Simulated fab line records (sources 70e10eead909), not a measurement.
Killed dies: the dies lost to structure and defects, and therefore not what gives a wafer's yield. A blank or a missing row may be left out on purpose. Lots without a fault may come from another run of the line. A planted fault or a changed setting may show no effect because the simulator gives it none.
A struck lot beside a sound one | flow nand-harc | 33 steps out of a route of 1302
Sound: wafers L729.1, L729.3, L729.5. Struck: wafers L725.2, L725.5, L725.6. The cause is given at the end.
Per side, at each step with rows, come the tool, then ch with its chambers, and then its first start. Under that, the readings that differ: sound wafers | struck wafers | difference of the means | sigmas: that difference in standard deviations of wafers without a fault.
alike: same words and numbers on both sides, and readings whose means sit less than 2 such deviations apart. not compared: any withheld reading, any reading some wafer has no value for, any bound like >300 that may hide the same value, and any number with overlapping values for which the record gives no deviation.
A row with sigmas, a row that says differs or no value, or rows on one side alone: a step with any of these is where the two part. Numbers that don't overlap but have no deviation are shown without sigmas and don't part them. A reading that every wafer of one side lacks parts them only if that side has two wafers or more.

first, 9 steps without rows for these wafers: NHARC_A_CHANNEL_HOLE_D2_DEP_00 (deposits aC, target thk 3100 nm); NHARC_A_CHANNEL_HOLE_D2_DEP_01 (deposits SiON, target thk 140 nm); NHARC_A_CHANNEL_HOLE_D2_DEHYDRATE_02 (time 120 s); NHARC_A_CHANNEL_HOLE_D2_HMDS_03 (time 30 s); NHARC_A_CHANNEL_HOLE_D2_COAT_36 (time 75 s); NHARC_A_CHANNEL_HOLE_D2_COAT_37 (time 65 s); NHARC_A_CHANNEL_HOLE_D2_COAT_04 (resist thk 90 nm); NHARC_A_CHANNEL_HOLE_D2_SOFTBAKE_05 (time 55 s); NHARC_A_CHANNEL_HOLE_D2_EBR_06.
NHARC_A_CHANNEL_HOLE_D2_EXPOSE_07: exposes mask HOLE D2, target cd 100 nm.
  sound on arfi-scanner-01 ch 0, day 19 11:57; struck on arfi-scanner-02 ch 0, day 17 19:39
  reading              | sound             | struck            | difference | sigmas
  exposure-dose-mJ-cm2 | 59.59 59.77 59.59 | 57.99 57.97 57.88 | -1.70      | -29
  alike: mask
then, 2 steps without rows for these wafers: NHARC_A_CHANNEL_HOLE_D2_PEB_08 (peb time 65 s); NHARC_A_CHANNEL_HOLE_D2_DEVELOP_09 (develop time 35 s).
NHARC_A_CHANNEL_HOLE_D2_CD_MEAS_10: the cd target is 100 nm.
  sound on cd-sem-03 ch 0, day 19 12:05; struck on cd-sem-02 ch 0, day 17 19:47
  alike: cd-nm
NHARC_A_CHANNEL_HOLE_D2_DESCUM_15: chemistry O2, time 3 s.
  sound on rie-diel-12 ch 2,3, day 19 12:17; struck on rie-diel-06 ch 0,3, day 17 19:59
  alike: drypump-motor-current-A, oes-product-au, rf-vpp-V, showerhead-plenum-p-Torr, throttle-valve-pct
  not compared: rf-hours-counter-h, model.A_CHANNEL_HOLE_D2.cd-nm
then, 16 steps without rows for these wafers: NHARC_A_CHANNEL_HOLE_D2_ETCH_38 (etches the open film in CF4, target depth 39 nm, time 65 s); NHARC_A_CHANNEL_HOLE_D2_ETCH_39 (etches the open film in N2/H2, target depth 260 nm, time 325 s); NHARC_A_CHANNEL_HOLE_D2_ETCH_34 (etches the open film in CF4/CHF3, target depth 154 nm, time 77 s); NHARC_A_CHANNEL_HOLE_D2_ETCH_16 (etches the open film in O2/COS, target depth 3100 nm, time 806 s); NHARC_A_CHANNEL_HOLE_D2_ETCH_19 (etches the open film in C4F8/O2/Ar, time 34.5 s); NHARC_A_CHANNEL_HOLE_D2_ETCH_20 (etches the open film in C4F8/O2/Ar, time 361.9 s, target depth 1600 nm); NHARC_A_CHANNEL_HOLE_D2_ETCH_21 (etches the open film in C4F8/O2/Ar, time 514.3 s, target depth 1600 nm); NHARC_A_CHANNEL_HOLE_D2_ETCH_22 (etches the open film in C4F8/O2/Ar, time 666.7 s, target depth 1600 nm); NHARC_A_CHANNEL_HOLE_D2_ETCH_23 (etches the open film in C4F8/O2/Ar, time 819 s, target depth 1600 nm); NHARC_A_CHANNEL_HOLE_D2_ETCH_24 (etches the open film in C4F8/O2/Ar, time 906.2 s, target depth 1500 nm); NHARC_A_CHANNEL_HOLE_D2_ETCH_25 (etches the open film in C4F8/O2/Ar, time 1040.2 s, target depth 1500 nm); NHARC_A_CHANNEL_HOLE_D2_ETCH_26 (etches the open film in C4F8/O2/Ar, time 224.1 s, target depth 300 nm); NHARC_A_CHANNEL_HOLE_D2_ETCH_27 (etches the open film in C4F8/O2/Ar, time 90 s, target depth 400 nm); NHARC_A_CHANNEL_HOLE_D2_STRIP_41 (strips in N2/H2); NHARC_A_CHANNEL_HOLE_D2_STRIP_42 (strips in CF4/CHF3); NHARC_A_CHANNEL_HOLE_D2_STRIP_43 (strips in O2/COS).
NHARC_A_CHANNEL_HOLE_D2_ETCH_44: etches the open film in CF4/O2, target depth 140 nm, overetch 14 nm, time 77 s.
  sound on rie-diel-06 ch 1,2, day 19 18:14; struck on rie-diel-12 ch 2,3, day 18 01:53
  alike: drypump-motor-current-A, oes-product-au, rf-vpp-V, showerhead-plenum-p-Torr, throttle-valve-pct
  not compared: rf-hours-counter-h, model.A_CHANNEL_HOLE_D2.cd-nm
then, 1 step without rows for these wafers: NHARC_A_CHANNEL_HOLE_D2_STRIP_28 (strips in O2).
NHARC_END_SORT_01:
  the record has rows for the sound wafers here (prober-02 ch 0, day 30 08:52) and none for the struck ones

## WHERE THEY PART
Earliest at NHARC_A_CHANNEL_HOLE_D2_EXPOSE_07; latest, in this record, at NHARC_END_SORT_01.

WHY: what had been put in by the simulator
Drift in process parameters on arfi-scanner-02 at NHARC_A_CHANNEL_HOLE_D2_EXPOSE_07, starting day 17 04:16. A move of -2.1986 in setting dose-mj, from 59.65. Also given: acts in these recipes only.
